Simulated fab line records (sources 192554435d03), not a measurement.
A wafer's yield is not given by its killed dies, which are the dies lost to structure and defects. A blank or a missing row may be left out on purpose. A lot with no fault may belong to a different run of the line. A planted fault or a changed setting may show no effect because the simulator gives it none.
Chamber matching || flow n5_finfet || 4 sister chambers for N5_BEOL_M2_CMP_52 on cmp-03
The step polishes, stops on SiOC, t overpolish 6.8 s, target thk 40 nm. 4 wafers are shown with their chamber, then 8 later ones without.

== WAFERS, EACH WITH ITS CHAMBER ==
{"wafer": "L085.2", "chamber": 0, "time_to_endpoint_s (s)": 66}
{"wafer": "L085.4", "chamber": 2, "time_to_endpoint_s (s)": 61}
{"wafer": "L085.5", "chamber": 1, "time_to_endpoint_s (s)": 59}
{"wafer": "L086.2", "chamber": 3, "time_to_endpoint_s (s)": 68}

== WAFERS WHOSE CHAMBER IS MISSING ==
{"wafer": "L086.3", "time_to_endpoint_s (s)": 60}
{"wafer": "L086.6", "time_to_endpoint_s (s)": 57}
{"wafer": "L095.2", "time_to_endpoint_s (s)": 69}
{"wafer": "L095.5", "time_to_endpoint_s (s)": 63}
{"wafer": "L095.6", "time_to_endpoint_s (s)": 62}
{"wafer": "L096.4", "time_to_endpoint_s (s)": 56}
{"wafer": "L096.5", "time_to_endpoint_s (s)": 62}
{"wafer": "L096.6", "time_to_endpoint_s (s)": 66}

== EACH ONE'S CHAMBER ==
{"wafer": "L086.3", "from the rows above": "can't be placed: 1 or 2", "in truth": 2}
{"wafer": "L086.6", "from the rows above": "can't be placed: 1 or 2", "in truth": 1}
{"wafer": "L095.2", "from the rows above": "can't be placed: 3 or 0", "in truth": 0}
{"wafer": "L095.5", "from the rows above": "can't be placed: 2 or 0 or 1 or 3", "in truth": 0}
{"wafer": "L095.6", "from the rows above": "can't be placed: 2 or 1 or 0", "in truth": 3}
{"wafer": "L096.4", "from the rows above": "can't be placed: 1 or 2", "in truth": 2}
{"wafer": "L096.5", "from the rows above": "can't be placed: 2 or 1 or 0", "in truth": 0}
{"wafer": "L096.6", "from the rows above": "can't be placed: 0 or 3", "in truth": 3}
Correct placement for 0 of the 8. Can't be placed from these rows: 8 (the true chamber is among the candidates in 7). Placed wrongly: 0.
How it was worked out, from the rows above alone: a wafer's distance from a chamber is the root of the sum, over the readings, of the square of ((its reading less the chamber's mean) divided by the reading's scatter). The wafer belongs to the nearest chamber; if the next one is less than 2 further off, it can't be placed. The mean given for a chamber averages the wafers shown for that chamber. The scatter: with one shown wafer a chamber, the root of the mean of the squares of how far each hidden wafer lies from its nearest shown one.
